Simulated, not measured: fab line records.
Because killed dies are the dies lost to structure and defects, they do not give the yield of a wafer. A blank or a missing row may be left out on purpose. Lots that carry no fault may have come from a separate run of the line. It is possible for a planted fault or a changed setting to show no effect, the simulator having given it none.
Which tool is to blame? | flow nand_harc | 14 lots with 41 wafers sampled at 5 steps, on a route of 1159 steps

WHAT THE GAUGES READ, wafer by wafer
NHARC_A_ONON_D1_THK_MEAS_11: measures by ellipsometry.
lot  | measured     | on            | thk_nm (nm)
L686 | day 7 12:25  | film_metro-02 | 976 977 977
L688 | day 8 08:17  | film_metro-02 | 998 999 995
L689 | day 8 08:18  | film_metro-02 | 1012 1011 1011
L687 | day 8 08:18  | film_metro-01 | 1010 1010 1010
L691 | day 8 18:47  | film_metro-01 | 1016 1018 1017
L690 | day 8 19:01  | film_metro-02 | 999 1001 998
L692 | day 9 11:17  | film_metro-01 | 995 995 994
L693 | day 9 18:08  | film_metro-02 | 995 995 995
L696 | day 10 05:29 | film_metro-02 | 991 991 990
L697 | day 11 03:58 | film_metro-01 | 993 991 994
L702 | day 11 22:07 | film_metro-02 | 1016 1013
L705 | day 12 17:09 | film_metro-02 | 1016 1016 1018
L706 | day 13 02:33 | film_metro-02 | 1003 1002 1002
L707 | day 13 02:40 | film_metro-01 | 1017 1019 1015

NHARC_A_ONON_D1_THK_MEAS_24: measures by ellipsometry.
lot  | measured     | on            | thk_nm (nm)
L686 | day 7 21:13  | film_metro-02 | 1002 998 998
L688 | day 8 17:23  | film_metro-01 | 1010 1009 1010
L689 | day 8 17:23  | film_metro-02 | 1001 1003 1002
L687 | day 8 17:08  | film_metro-01 | 1012 1013 1013
L691 | day 9 07:07  | film_metro-01 | 991 994 994
L690 | day 9 07:08  | film_metro-01 | 1007 1007 1007
L692 | day 9 20:08  | film_metro-02 | 1007 1009 1008
L693 | day 10 02:56 | film_metro-02 | 990 989 989
L696 | day 10 14:15 | film_metro-02 | 1021 1019 1019
L697 | day 11 14:47 | film_metro-01 | 1002 1003 1003
L702 | day 12 07:01 | film_metro-02 | 1001 1760
L705 | day 13 02:53 | film_metro-01 | 991 991 991
L706 | day 13 12:29 | film_metro-02 | 994 1751 995
L707 | day 13 12:28 | film_metro-01 | 1009 1009 1010

NHARC_END_SORT_01.
lot  | measured     | on        | killed_at_array | killed_at_other | killed_at_periphery | killed_dies | killed_open | killed_short
L696 | day 21 11:22 | prober-02 | 39 22           | 1 0             | 1 0                 | 41 22       | 4 2         | 0 1
L702 | day 23 16:22 | prober-01 | 35 671          | 0 1             | 1 5                 | 36 677      | 2 5         | 1 0
L706 | day 24 23:45 | prober-02 | 35 675 34       | 1 0 0           | 2 2 1               | 38 677 35   | 2 3 3       | 1 0 1

TOOL THAT RAN EACH LOT (tool first, then ch and the chambers of the sampled wafers, then the start)
lot  | NHARC_A_ONON_D1_DEP_22           | NHARC_A_ONON_D1_DEP_33
L686 | pecvd_onon-01 ch 0, day 7 20:43  | pecvd-03 ch 0,1,2, day 7 22:43
L688 | pecvd_onon-03 ch 0, day 8 16:56  | pecvd-02 ch 1,2, day 8 18:46
L689 | pecvd_onon-02 ch 0, day 8 16:53  | pecvd-01 ch 0,1, day 8 18:38
L687 | pecvd_onon-01 ch 0, day 8 16:40  | pecvd-02 ch 0,2, day 8 18:22
L691 | pecvd_onon-02 ch 0, day 9 06:38  | pecvd-02 ch 0,2, day 9 08:24
L690 | pecvd_onon-03 ch 0, day 9 06:40  | pecvd-03 ch 0,1,2, day 9 08:21
L692 | pecvd_onon-01 ch 0, day 9 19:38  | pecvd-02 ch 0,1, day 9 21:23
L693 | pecvd_onon-02 ch 0, day 10 02:29 | pecvd-01 ch 0,2, day 10 04:24
L696 | pecvd_onon-03 ch 0, day 10 13:44 | pecvd-03 ch 1,2, day 10 15:29
L697 | pecvd_onon-01 ch 0, day 11 14:17 | pecvd-01 ch 0,1, day 11 15:59
L702 | pecvd_onon-03 ch 0, day 12 06:38 | pecvd-01 ch 1,2, day 12 08:15
L705 | pecvd_onon-01 ch 0, day 13 02:22 | pecvd-01 ch 0,1,2, day 13 04:04
L706 | pecvd_onon-03 ch 0, day 13 11:59 | pecvd-02 ch 0,1,2, day 13 13:43
L707 | pecvd_onon-01 ch 0, day 13 11:58 | pecvd-01 ch 0,1,2, day 13 13:42
- NHARC_A_ONON_D1_DEP_22: target thk 1000 nm.
- NHARC_A_ONON_D1_DEP_33: deposits SiO2, target thk 200 nm.

AS READ BY THE TOOLS THEMSELVES (means over the sampled wafers that have a number; for cases with no such wafer, the mark the record gives instead)
NHARC_A_ONON_D1_DEP_22.
lot  | tool          | n2_flow_sccm (sccm)
L686 | pecvd_onon-01 | 2749
L688 | pecvd_onon-03 | 2753
L689 | pecvd_onon-02 | 2742
L687 | pecvd_onon-01 | 2753
L691 | pecvd_onon-02 | 2749
L690 | pecvd_onon-03 | 2750
L692 | pecvd_onon-01 | 2750
L693 | pecvd_onon-02 | 2755
L696 | pecvd_onon-03 | 2749
L697 | pecvd_onon-01 | 2747
L702 | pecvd_onon-03 | 2740
L705 | pecvd_onon-01 | 2753
L706 | pecvd_onon-03 | 2747
L707 | pecvd_onon-01 | 2749

NHARC_A_ONON_D1_DEP_33.
lot  | tool     | heater_power_outer_w (W) | heater_power_w (W) | throttle_valve_pct (%)
L686 | pecvd-03 | 317                      | 584                | 15.8
L688 | pecvd-02 | 325                      | 531                | 15.5
L689 | pecvd-01 | 271                      | 518                | 16.6
L687 | pecvd-02 | 311                      | 544                | 15.6
L691 | pecvd-02 | 397                      | 647                | 15.6
L690 | pecvd-03 | 282                      | 542                | 16.0
L692 | pecvd-02 | 380                      | 605                | 15.4
L693 | pecvd-01 | 235                      | 466                | 16.8
L696 | pecvd-03 | 328                      | 599                | 16.4
L697 | pecvd-01 | 297                      | 542                | 16.6
L702 | pecvd-01 | 309                      | 594                | 15.4
L705 | pecvd-01 | 293                      | 550                | 15.9
L706 | pecvd-02 | 364                      | 595                | 15.4
L707 | pecvd-01 | 295                      | 541                | 16.0

THE ANSWER, worked out from the rows above alone
Rule: the usual values come from the lots themselves. Put in order of their means at a reading, lots are off if they are a third of the lots or fewer, leave a main group of 4 or more, and stand apart from it by a gap of 3 or more times the standard deviation of the main group's means; of several such gaps the widest counts. Not used: any main group whose means are identical at the precision the tables above print for the reading. Also off: a lot with no number at a reading for which 4 or more lots have one. The other lots that the step has rows for count as sound. First the gauges in route order, then the tools' own readings, where a lot's mean is used as printed above. The first step at which some lot is off is used, and at that step the reading that is off furthest; a lot without a number counts as furthest.
Off, at NHARC_A_ONON_D1_THK_MEAS_24 on thk_nm: L702, L706. Main group: mean 1004 nm, sd 8.8.
If a tool, at a process step before that reading, ran all the lots that are off and no sound lot after the first of them, it fits. Those tools and the gauges at NHARC_A_ONON_D1_THK_MEAS_24 are tried in the same way. Can't be told from this: 2 tools fit, pecvd_onon-03 at NHARC_A_ONON_D1_DEP_22, film_metro-02 at NHARC_A_ONON_D1_THK_MEAS_24.

WHAT THE SIMULATOR PUT IN
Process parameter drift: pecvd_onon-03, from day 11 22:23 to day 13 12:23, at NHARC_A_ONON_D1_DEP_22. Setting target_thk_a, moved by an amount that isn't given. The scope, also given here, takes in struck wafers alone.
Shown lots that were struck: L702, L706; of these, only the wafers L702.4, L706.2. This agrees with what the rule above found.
